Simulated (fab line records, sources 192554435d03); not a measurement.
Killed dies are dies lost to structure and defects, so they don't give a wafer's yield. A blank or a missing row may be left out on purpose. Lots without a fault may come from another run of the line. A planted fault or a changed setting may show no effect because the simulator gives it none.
A struck lot beside a sound one | flow n5_finfet | 24 steps out of a route of 1938
Sound: wafers L929.1, L929.2, L929.5. Struck: wafer L945.4. (L945.3 of the same lot was not struck and is left out.) The cause comes at the end.
At each step with rows: each side's tool, then ch and its chambers, then its first start. Under that, the readings that differ: sound wafers | struck wafers | difference of the means | sigmas: that difference in standard deviations of wafers without a fault.
alike: readings whose means differ by less than 2 such deviations, and words and numbers that are the same on both sides. not compared: withheld readings, readings that some wafer has no value for, bounds like >300 that may hide the same value, and numbers for which the record gives no deviation and whose values overlap.
The two part at a step that has a row with sigmas, a row that says differs or no value, or rows on one side only. Numbers that don't overlap but have no deviation are shown without sigmas and don't part them. A reading that every wafer of one side lacks parts them only if that side has two wafers or more.

first, 11 steps without rows for these wafers: N5_WELL_APT_OXIDE_STRIP_42 (strips SiO2 in dHF, time 45 s, target depth 12 nm); N5_WELL_APT_PRECLEAN_36 (cleans in O3/DIW, time 45 s); N5_WELL_APT_PRECLEAN_39 (cleans in dHF, time 60 s); N5_WELL_APT_SRD_37 (time 30 s); N5_WELL_APT_EPI_41 (deposits Si from SiH4/H2, target thk 50 nm, time 297.7 s); N5_PMOS_HMC_CHANNEL_EPI_HM_DEP_34 (deposits SiO2 from TEOS/O2, target thk 36 nm, time 6.9 s); N5_PMOS_HMC_CHANNEL_EPI_COAT_31 (time 60 s, resist thk 66 nm); N5_PMOS_HMC_CHANNEL_EPI_COAT_03 (resist thk 205 nm); N5_PMOS_HMC_CHANNEL_EPI_EBR_05; N5_PMOS_HMC_CHANNEL_EPI_SOFTBAKE_04 (time 60 s); N5_PMOS_HMC_CHANNEL_EPI_EXPOSE_06 (exposes mask PMOS HMC BLK, target cd 240 nm).
N5_PMOS_HMC_CHANNEL_EPI_PEB_07: peb time 60 s.
  sound on litho_track-04 ch 0, day 2 23:15; struck on litho_track-02 ch 0, day 6 23:32
  reading                  | sound             | struck | difference | sigmas
  heater_power_total_W (W) | 173.0 174.2 175.4 | 200.2  | +26.0      | +16
  alike: exhaust_pa
then, 1 step without rows for these wafers: N5_PMOS_HMC_CHANNEL_EPI_DEVELOP_08 (develop time 30 s).
N5_PMOS_HMC_CHANNEL_EPI_CD_MEAS_09: target cd 237.4 nm.
  sound on cd_sem-03 ch 0, day 2 23:19; struck on cd_sem-01 ch 0, day 6 23:37
  reading    | sound             | struck | difference | sigmas
  cd_nm (nm) | 237.3 237.9 236.8 | 229.2  | -8.1       | -8
N5_PMOS_HMC_CHANNEL_EPI_DESCUM_14: chemistry O2, time 7.9 s.
  sound on rie_diel-06 ch 0,1,2, day 2 23:33; struck on rie_diel-02 ch 1, day 6 23:45
  reading                               | sound             | struck | difference | sigmas
  model.PMOS_HMC_CHANNEL_EPI.cd_nm (nm) | 237.3 237.8 236.7 | 228.7  | -8.6       |
  alike: drypump_motor_current_A, oes_product_au, rf_vpp_V, showerhead_plenum_p_Torr, throttle_valve_pct
  not compared: rf_hours_counter_h
then, 5 steps without rows for these wafers: N5_PMOS_HMC_CHANNEL_EPI_ETCH_32 (etches BARC in N2/H2, stops on SiO2, target depth 85.8 nm, time 50.3 s); N5_PMOS_HMC_CHANNEL_EPI_HM_OPEN_15 (chemistry CHF3/O2, target SiO2, target depth 40.6 nm, time 20.3 s); N5_PMOS_HMC_CHANNEL_EPI_STRIP_33 (strips in N2/H2); N5_PMOS_HMC_CHANNEL_EPI_STRIP_17 (strips in SPM, time 750 s); N5_PMOS_HMC_CHANNEL_EPI_ETCH_38 (etches SiO2 in CF4, target depth 1.5 nm).
N5_PMOS_HMC_CHANNEL_EPI_FIN_RECESS_16: chemistry HBr/Cl2, target Si, target depth 54 nm, time 18 s.
  sound on rie_si-01 ch 0,1,2, day 3 00:02; struck on rie_si-04 ch 2, day 7 00:12
  reading                               | sound             | struck | difference | sigmas
  model.PMOS_HMC_CHANNEL_EPI.cd_nm (nm) | 240.1 239.5 238.3 | 232.4  | -6.9       |
  alike: drypump_motor_current_A, oes_product_au, throttle_valve_pct
  not compared: rf_hours_counter_h
then, 1 step without rows for these wafers: N5_PMOS_HMC_CHANNEL_EPI_PRECLEAN_36 (cleans in O3/DIW, time 45 s).
-- the record jumps here: 7 days lie between the struck wafers' starts before and after (it left off in module PMOS_HMC_CHANNEL_EPI and takes up again in module BEOL_M4, whose first step shown is number 1111 of the route) --
N5_BEOL_M4_RC_MEAS_101:
  sound on prober-02 ch 0, day 9 12:08; struck on prober-01 ch 0, day 13 16:07
  reading       | sound       | struck | difference | sigmas
  ION_N (uA/um) | 688 655 675 | 711    | +38        | +2
  alike: DIBL_N, DIBL_P, IOFF_N, IOFF_P, ION_P, SS_N, SS_P, VT_N, VT_P
N5_PASSIVATION_PROBE_49:
  the record has rows for the sound wafers here (prober-02, day 14 07:38) and none for the struck ones

WHERE THEY PART
First at N5_PMOS_HMC_CHANNEL_EPI_PEB_07; last, within this record, at N5_PASSIVATION_PROBE_49.

WHY: what the simulator had put in
Process parameter drift: litho_track-02, from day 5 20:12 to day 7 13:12, at N5_PMOS_HMC_CHANNEL_EPI_PEB_07. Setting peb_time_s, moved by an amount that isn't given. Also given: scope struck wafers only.
